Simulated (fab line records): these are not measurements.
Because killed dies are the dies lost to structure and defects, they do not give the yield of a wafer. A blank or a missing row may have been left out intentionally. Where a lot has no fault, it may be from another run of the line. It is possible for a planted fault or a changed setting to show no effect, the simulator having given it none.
Struck lot and sound lot, side by side | flow nand_harc | 18 steps out of a route of 1302
Sound: the wafers L180.2, L180.4, L180.5. Wafers L187.3, L187.4, L187.6 were the ones struck. At the end, the cause is stated.
At each step with rows: each side's tool, then ch and its chambers, then its first start. Under that, the readings that differ: sound wafers | struck wafers | difference of the means | sigmas: that difference in standard deviations of wafers without a fault.
alike: readings whose means differ by less than 2 such deviations, and words and numbers that are the same on both sides. not compared: withheld readings, readings that some wafer has no value for, bounds like >300 that may hide the same value, and numbers for which the record gives no deviation and whose values overlap.
A row with sigmas, a row that says differs or no value, or rows on one side alone: a step with any of these is where the two part. When numbers do not overlap yet have no deviation, they are printed without sigmas and do not part them. Lack of a reading on every wafer of one side parts them only where that side has two or more wafers.

NHARC_P_M2_PRE_CLEAN_32: time 12 s.
  sound on pecvd-02 ch 0,2, day 6 08:59; struck on pecvd-04 ch 0,2, day 9 11:03
  alike: heater_power_w
NHARC_P_M2_DEP_33: deposits SiCN, target thk 30 nm.
  sound on pecvd-02 ch 0,2, day 6 09:07; struck on pecvd-04 ch 0,2, day 9 11:11
  alike: heater_power_w
NHARC_P_BONDPAD_DEP_00: deposits SiCN, target thk 250 nm.
  sound on pecvd-02 ch 0,2, day 6 09:38; struck on pecvd-02 ch 0,1, day 9 11:34
  alike: heater_power_w
NHARC_P_BONDPAD_CMP_32: polishes SiCN, target thk 200 nm.
  sound on cmp-02 ch 0,1,2, day 6 10:12; struck on cmp-01 ch 0,2,3, day 9 11:59
  alike: motor_current_A
NHARC_P_BONDPAD_THK_MEAS_33: measures by ellipsometry.
  struck on film_metro-02, day 9 12:11; sound on film_metro-02, day 6 10:25
  alike: thk_nm
then, 7 steps without rows for these wafers: NHARC_P_BONDPAD_SRD_34; NHARC_P_BONDPAD_DEHYDRATE_01 (time 120 s); NHARC_P_BONDPAD_HMDS_02 (time 30 s); NHARC_P_BONDPAD_COAT_36 (time 65 s); NHARC_P_BONDPAD_COAT_03 (resist thk 600 nm); NHARC_P_BONDPAD_SOFTBAKE_04 (time 70 s); NHARC_P_BONDPAD_EBR_05.
NHARC_P_BONDPAD_EXPOSE_06: exposes mask P BPAD.
  sound on krf_scanner-04 ch 0, day 6 11:04; struck on krf_scanner-03 ch 0, day 9 12:36
  reading              | sound             | struck            | difference | sigmas
  exposure_dose_mJ_cm2 | 37.08 37.01 37.11 | 51.01 50.94 50.99 | +13.91     | +99 or more
  alike: mask
then, 2 steps without rows for these wafers: NHARC_P_BONDPAD_PEB_07 (peb time 80 s); NHARC_P_BONDPAD_DEVELOP_08 (time 50 s).
NHARC_P_BONDPAD_CD_MEAS_09 targets a cd of 500 nm.
  sound on cd_sem-02 ch 0, day 6 11:13; struck on cd_sem-03 ch 0, day 9 12:45
  reading    | sound             | struck            | difference | sigmas
  cd_nm (nm) | 499.8 499.7 500.4 | 510.5 509.3 510.7 | +10.2      | +6
NHARC_P_BONDPAD_OVL_MEAS_38:
  struck on overlay-01, day 9 12:50; sound on overlay-01, day 6 11:17
  reading           | sound    | struck      | difference | sigmas
  overlay_x_nm (nm) | -7 -8 -8 | 4 4 5       | +12        | +2
  overlay_y_nm (nm) | 4 4 4    | -11 -11 -11 | -15        | -2
-- break in the record here, with 18 days between the starts of the struck wafers on either side (left off in module P_BONDPAD, picked up again in module END, where the first step shown is number 1302 on the route) --
NHARC_END_SORT_01:
  sound on prober-02 ch 0, day 24 09:16; struck on prober-01 ch 0, day 27 11:49
  alike: defect_limited_yield, killed_at_array, killed_at_other, killed_at_periphery, killed_dies, killed_open, killed_short, sort_bin_2_pct, sort_bin_3_pct, sort_bin_4_pct, sort_n_pass, sort_rim_yield_pct, sort_yield_pct

WHERE THEY PART
At NHARC_P_BONDPAD_EXPOSE_06 first; at NHARC_P_BONDPAD_OVL_MEAS_38 last (within this record only). Later steps at which nothing parts them and some readings are alike: NHARC_END_SORT_01.

WHY: what the simulator had put in
Process parameter drift: krf_scanner-03, from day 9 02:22 on, at NHARC_P_BONDPAD_EXPOSE_06. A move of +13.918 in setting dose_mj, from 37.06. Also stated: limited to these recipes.
